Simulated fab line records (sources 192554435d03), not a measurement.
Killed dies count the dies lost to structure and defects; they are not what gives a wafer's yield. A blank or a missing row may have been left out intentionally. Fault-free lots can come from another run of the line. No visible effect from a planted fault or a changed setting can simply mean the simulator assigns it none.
Lot-split experiment / flow n5-finfet / 7 lots, 39 wafers read, on a route of 1938 steps

ON THE SPLIT
At N5_MOL_CONTACT_COAG_ETCH_91 (etches SOC in N2/H2, target depth 60 nm, overetch 21 nm, time 101.2 s), the setting time-s was moved away from the recipe's 101.2 s on 12 of the 39 wafers read, by -18.1% to +16.0%. This setting was run at the recipe's value on the other wafers.

Reading taken at the split's own step.

THE READING
SiARC_of_MOL_CONTACT_COAG_COAT_76.thk-nm (the simulator's own value, which no gauge read), in nm, at N5_MOL_CONTACT_COAG_ETCH_91 (etches SOC in N2/H2, target depth 60 nm, overetch 21 nm, time 101.2 s). There is no usual value for it anywhere in the file. Across the 27 wafers here that went through the recipe, the average is 5.8 nm and the standard deviation 0.12 nm.

wafer=L081.1; tool, chamber at the split=rie-diel-01, 3,1; time-s as run, s=110.2; against the recipe=+8.9%; SiARC_of_MOL_CONTACT_COAG_COAT_76.thk-nm, nm=5.4; against lot-mates on the recipe=-0.5
wafer=L081.3; tool, chamber at the split=rie-diel-01, 3,1; time-s as run, s=110.2; against the recipe=+8.9%; SiARC_of_MOL_CONTACT_COAG_COAT_76.thk-nm, nm=5.4; against lot-mates on the recipe=-0.5
wafer=L081.2; tool, chamber at the split=rie-diel-01, 2,1; time-s as run, s=101.2; against the recipe=recipe; SiARC_of_MOL_CONTACT_COAG_COAT_76.thk-nm, nm=5.8; against lot-mates on the recipe=-
wafer=L081.5; tool, chamber at the split=rie-diel-01, 2,1; time-s as run, s=101.2; against the recipe=recipe; SiARC_of_MOL_CONTACT_COAG_COAT_76.thk-nm, nm=5.8; against lot-mates on the recipe=-
wafer=L081.4; tool, chamber at the split=rie-diel-01, 0; time-s as run, s=110.2; against the recipe=+8.9%; SiARC_of_MOL_CONTACT_COAG_COAT_76.thk-nm, nm=5.8; against lot-mates on the recipe=-0.1
wafer=L081.6; tool, chamber at the split=rie-diel-01, 0; time-s as run, s=101.2; against the recipe=recipe; SiARC_of_MOL_CONTACT_COAG_COAT_76.thk-nm, nm=6; against lot-mates on the recipe=-
wafer=L087.1; tool, chamber at the split=rie-diel-05, 3,1; time-s as run, s=101.2; against the recipe=recipe; SiARC_of_MOL_CONTACT_COAG_COAT_76.thk-nm, nm=5.8; against lot-mates on the recipe=-
wafer=L087.5; tool, chamber at the split=rie-diel-05, 3,1; time-s as run, s=101.2; against the recipe=recipe; SiARC_of_MOL_CONTACT_COAG_COAT_76.thk-nm, nm=5.8; against lot-mates on the recipe=-
wafer=L087.2; tool, chamber at the split=rie-diel-05, 2; time-s as run, s=110.6; against the recipe=+9.3%; SiARC_of_MOL_CONTACT_COAG_COAT_76.thk-nm, nm=5.2; against lot-mates on the recipe=-0.5
wafer=L087.3; tool, chamber at the split=rie-diel-05, 1; time-s as run, s=110.6; against the recipe=+9.3%; SiARC_of_MOL_CONTACT_COAG_COAT_76.thk-nm, nm=5.4; against lot-mates on the recipe=-0.3
wafer=L087.4; tool, chamber at the split=rie-diel-05, 0; time-s as run, s=110.6; against the recipe=+9.3%; SiARC_of_MOL_CONTACT_COAG_COAT_76.thk-nm, nm=5.6; against lot-mates on the recipe=-0.1
wafer=L087.6; tool, chamber at the split=rie-diel-05, 2; time-s as run, s=101.2; against the recipe=recipe; SiARC_of_MOL_CONTACT_COAG_COAT_76.thk-nm, nm=5.6; against lot-mates on the recipe=-
wafer=L089.1; tool, chamber at the split=rie-diel-01, 0; time-s as run, s=82.88; against the recipe=-18.1%; SiARC_of_MOL_CONTACT_COAG_COAT_76.thk-nm, nm=6.8; against lot-mates on the recipe=+1.1
wafer=L089.5; tool, chamber at the split=rie-diel-01, 0; time-s as run, s=82.88; against the recipe=-18.1%; SiARC_of_MOL_CONTACT_COAG_COAT_76.thk-nm, nm=6.8; against lot-mates on the recipe=+1.1
wafer=L089.2; tool, chamber at the split=rie-diel-01, 1; time-s as run, s=101.2; against the recipe=recipe; SiARC_of_MOL_CONTACT_COAG_COAT_76.thk-nm, nm=5.6; against lot-mates on the recipe=-
wafer=L089.3; tool, chamber at the split=rie-diel-01, 3,1; time-s as run, s=101.2; against the recipe=recipe; SiARC_of_MOL_CONTACT_COAG_COAT_76.thk-nm, nm=5.8; against lot-mates on the recipe=-
wafer=L089.6; tool, chamber at the split=rie-diel-01, 3,1; time-s as run, s=101.2; against the recipe=recipe; SiARC_of_MOL_CONTACT_COAG_COAT_76.thk-nm, nm=5.8; against lot-mates on the recipe=-
wafer=L089.4; tool, chamber at the split=rie-diel-01, 2; time-s as run, s=82.88; against the recipe=-18.1%; SiARC_of_MOL_CONTACT_COAG_COAT_76.thk-nm, nm=6.6; against lot-mates on the recipe=+0.9
wafer=L090.1; tool, chamber at the split=rie-diel-03, 3,0; time-s as run, s=101.2; against the recipe=recipe; SiARC_of_MOL_CONTACT_COAG_COAT_76.thk-nm, nm=5.8; against lot-mates on the recipe=-
wafer=L090.6; tool, chamber at the split=rie-diel-03, 3,0; time-s as run, s=101.2; against the recipe=recipe; SiARC_of_MOL_CONTACT_COAG_COAT_76.thk-nm, nm=5.8; against lot-mates on the recipe=-
wafer=L090.2; tool, chamber at the split=rie-diel-03, 1; time-s as run, s=117.4; against the recipe=+16.0%; SiARC_of_MOL_CONTACT_COAG_COAT_76.thk-nm, nm=5.4; against lot-mates on the recipe=-0.5
wafer=L090.3; tool, chamber at the split=rie-diel-03, 2,0; time-s as run, s=117.4; against the recipe=+16.0%; SiARC_of_MOL_CONTACT_COAG_COAT_76.thk-nm, nm=5.2; against lot-mates on the recipe=-0.7
wafer=L090.4; tool, chamber at the split=rie-diel-03, 2,0; time-s as run, s=117.4; against the recipe=+16.0%; SiARC_of_MOL_CONTACT_COAG_COAT_76.thk-nm, nm=5.2; against lot-mates on the recipe=-0.7
wafer=L090.5; tool, chamber at the split=rie-diel-03, 1; time-s as run, s=101.2; against the recipe=recipe; SiARC_of_MOL_CONTACT_COAG_COAT_76.thk-nm, nm=6; against lot-mates on the recipe=-
wafer=L092.1; tool, chamber at the split=rie-diel-03, 2,0,3,0; time-s as run, s=101.2; against the recipe=recipe; SiARC_of_MOL_CONTACT_COAG_COAT_76.thk-nm, nm=5.8; against lot-mates on the recipe=-
wafer=L092.2; tool, chamber at the split=rie-diel-03, 2,0,3,0; time-s as run, s=101.2; against the recipe=recipe; SiARC_of_MOL_CONTACT_COAG_COAT_76.thk-nm, nm=5.8; against lot-mates on the recipe=-
wafer=L092.4; tool, chamber at the split=rie-diel-03, 2,0,3,0; time-s as run, s=101.2; against the recipe=recipe; SiARC_of_MOL_CONTACT_COAG_COAT_76.thk-nm, nm=5.8; against lot-mates on the recipe=-
wafer=L092.5; tool, chamber at the split=rie-diel-03, 2,0,3,0; time-s as run, s=101.2; against the recipe=recipe; SiARC_of_MOL_CONTACT_COAG_COAT_76.thk-nm, nm=5.8; against lot-mates on the recipe=-
wafer=L092.3; tool, chamber at the split=rie-diel-03, 1; time-s as run, s=101.2; against the recipe=recipe; SiARC_of_MOL_CONTACT_COAG_COAT_76.thk-nm, nm=6; against lot-mates on the recipe=-
wafer=L092.6; tool, chamber at the split=rie-diel-03, 3; time-s as run, s=101.2; against the recipe=recipe; SiARC_of_MOL_CONTACT_COAG_COAT_76.thk-nm, nm=5.6; against lot-mates on the recipe=-
wafer=L093.1; tool, chamber at the split=rie-diel-03, 0,2,0,3; time-s as run, s=101.2; against the recipe=recipe; SiARC_of_MOL_CONTACT_COAG_COAT_76.thk-nm, nm=5.8; against lot-mates on the recipe=-
wafer=L093.2; tool, chamber at the split=rie-diel-03, 0,2,0,3; time-s as run, s=101.2; against the recipe=recipe; SiARC_of_MOL_CONTACT_COAG_COAT_76.thk-nm, nm=5.8; against lot-mates on the recipe=-
wafer=L093.5; tool, chamber at the split=rie-diel-03, 0,2,0,3; time-s as run, s=101.2; against the recipe=recipe; SiARC_of_MOL_CONTACT_COAG_COAT_76.thk-nm, nm=5.8; against lot-mates on the recipe=-
wafer=L093.6; tool, chamber at the split=rie-diel-03, 0,2,0,3; time-s as run, s=101.2; against the recipe=recipe; SiARC_of_MOL_CONTACT_COAG_COAT_76.thk-nm, nm=5.8; against lot-mates on the recipe=-
wafer=L093.3; tool, chamber at the split=rie-diel-03, 3; time-s as run, s=101.2; against the recipe=recipe; SiARC_of_MOL_CONTACT_COAG_COAT_76.thk-nm, nm=5.6; against lot-mates on the recipe=-
wafer=L093.4; tool, chamber at the split=rie-diel-03, 1; time-s as run, s=101.2; against the recipe=recipe; SiARC_of_MOL_CONTACT_COAG_COAT_76.thk-nm, nm=6; against lot-mates on the recipe=-
wafer=L094.2; tool, chamber at the split=rie-diel-03, 3,0; time-s as run, s=101.2; against the recipe=recipe; SiARC_of_MOL_CONTACT_COAG_COAT_76.thk-nm, nm=5.8; against lot-mates on the recipe=-
wafer=L094.5; tool, chamber at the split=rie-diel-03, 3,0; time-s as run, s=101.2; against the recipe=recipe; SiARC_of_MOL_CONTACT_COAG_COAT_76.thk-nm, nm=5.8; against lot-mates on the recipe=-
wafer=L094.6; tool, chamber at the split=rie-diel-03, 1; time-s as run, s=101.2; against the recipe=recipe; SiARC_of_MOL_CONTACT_COAG_COAT_76.thk-nm, nm=6; against lot-mates on the recipe=-
Where a row lists several chambers, the file gives one row for several wafers and doesn't say which wafer went through which chamber.

THE FIT
A straight line over all 39 wafers: SiARC_of_MOL_CONTACT_COAG_COAT_76.thk-nm changes by -0.0429 nm for each +1% of time-s; r = -0.92; the points scatter about the line by 0.14 nm.
The same after taking each lot's own level away (the mean of its wafers on the recipe; 39 wafers): -0.0458 nm for each +1%; r = -0.93; scatter 0.13 nm.
According to that fit, moving time-s by its largest amount changes the reading by 0.83 nm.
From 5.73 to 5.87 nm: that is the span of the lots' own levels, equal to 1.2 times the standard deviation above.
Hence the lot-to-lot level has little effect on the slope; both slopes agree.
Check: for one of the wafers moved furthest among these (-18.1%), held out of the fit, the line's prediction against its lot-mates is +0.817 nm. It came out at +1.07 nm against them.

OTHER SPLITS APPLIED TO THESE WAFERS
Other splits were also applied to these wafers ahead of the reading. Each is held against what the fit with the lots' levels taken away leaves over:
other split on the same wafers=N5_DUMMY_GATE_EXPOSE_12 dose-mj; wafers away from the commonest value=12; r with SiARC_of_MOL_CONTACT_COAG_COAT_76.thk-nm (lot level and that fit taken away)=+0.09
other split on the same wafers=N5_DUMMY_GATE_ETCH_32 time-s; wafers away from the commonest value=18; r with SiARC_of_MOL_CONTACT_COAG_COAT_76.thk-nm (lot level and that fit taken away)=-0.09
other split on the same wafers=N5_SD_EPI_N_ETCH_35 source-w; wafers away from the commonest value=9; r with SiARC_of_MOL_CONTACT_COAG_COAT_76.thk-nm (lot level and that fit taken away)=-0.27

FILE'S OWN FIT
SiARC_of_MOL_CONTACT_COAG_COAT_76.thk-nm changes by -0.0451 nm for each +1% of time-s, r = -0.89.
